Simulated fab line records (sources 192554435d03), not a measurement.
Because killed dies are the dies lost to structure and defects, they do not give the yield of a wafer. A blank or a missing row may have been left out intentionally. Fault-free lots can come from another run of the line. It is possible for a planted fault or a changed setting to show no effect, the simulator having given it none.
A single fault, viewed from 2 desks ; flow n5Finfet ; numbers are kept per desk, each desk with only its own; the story behind them comes last

## AT THE TOOL OWNER'S DESK: lithoTrack-04
The tool's own readings at N5_HKMG_FIN_COAT_29 (time 60 s, resist thk 300 nm): means of the sampled wafers that have a number, for each lot that ran on this tool. The brackets show how far a lot's mean lies from the usual mean; more than 4 standard deviations puts the lot out of limits, marked OUT.
Columns: A = dispensePressureKPa at N5_HKMG_FIN_COAT_29, usual 50.4 kPa; B = spinSpeedRpm at N5_HKMG_FIN_COAT_29, usual 1500.0 rpm
lot;first seen here;A;B
L775;day 4 18:01;53.7;1500.0
L779;day 5 18:53;53.7;1499.6
L787;day 7 19:52;53.7;1454.4 (-47) OUT
L788;day 7 23:51;53.7;1455.7 (-45) OUT
This desk's finding: out of limits on L787, L788; first on L787, day 7 19:52 (spinSpeedRpm at N5_HKMG_FIN_COAT_29). L775, L779: within limits.

## AT THE METROLOGY DESK
Lot by lot, what the gauges showed, no matter which tool ran the lot: averages of those sampled wafers that carry a number. The brackets show how far a lot's mean lies from the usual mean; more than 4 standard deviations puts the lot out of limits, marked OUT. Only the readings that lie furthest out on some lot appear, 7 of the 10 it has.
Columns: A = DIBL_N at N5_BEOL_M4_RC_MEAS_101, usual 36.0 mV/V; B = DIBL_P at N5_BEOL_M4_RC_MEAS_101, usual 36.2 mV/V; C = IOFF_N at N5_BEOL_M4_RC_MEAS_101, usual 0.16 nA/um; D = ION_N at N5_BEOL_M4_RC_MEAS_101, usual 671 uA/um; E = ION_P at N5_BEOL_M4_RC_MEAS_101, usual 461 uA/um; F = SS_N at N5_BEOL_M4_RC_MEAS_101, usual 71.5 mV/dec; G = SS_P at N5_BEOL_M4_RC_MEAS_101, usual 73.4 mV/dec
lot;first seen here;A;B;C;D;E;F;G
L774;day 8 21:15;33.9;35.7;0.13;655;449;71.9;73.1
L775;day 8 21:51;37.0;36.7;0.19;677;461;72.1;73.6
L778;day 9 23:16;39.8;40.2;0.22;687;464;72.8;74.8
L779;day 10 03:35;35.3;35.2;0.13;667;461;71.2;72.9
L788;day 12 11:42;35.3;36.3;0.16;671;466;71.6;73.6
L787;day 12 12:41;37.4;38.5;0.17;677;461;71.5;73.7
L792;day 12 22:44;33.6;32.9;0.11;655;452;70.9;72.7
L793;day 13 18:57;36.4;36.9;0.16;675;467;72.1;73.3
L795;day 13 20:39;38.1;37.8;0.19;672;462;72.0;73.6
This desk's verdict: no lot among the 9 shows anything out of limits.

## BROUGHT TOGETHER
On L787, L788, at day 7 19:52, an alarm was possible from the tool owner's desk.
The metrology desk saw nothing out of limits.
The metrology desk holds a record of L787, L788, inside its limits.
On lithoTrack-04, each named lot ran N5_HKMG_FIN_COAT_29.

## WHAT WAS PUT IN BY THE SIMULATOR
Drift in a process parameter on lithoTrack-04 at N5_HKMG_FIN_COAT_29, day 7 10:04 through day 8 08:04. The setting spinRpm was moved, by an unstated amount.
Shown lots that were struck: L787, L788.
Time in hours from fault onset to the first out-of-limits reading at each desk: the tool owner's desk, 10.
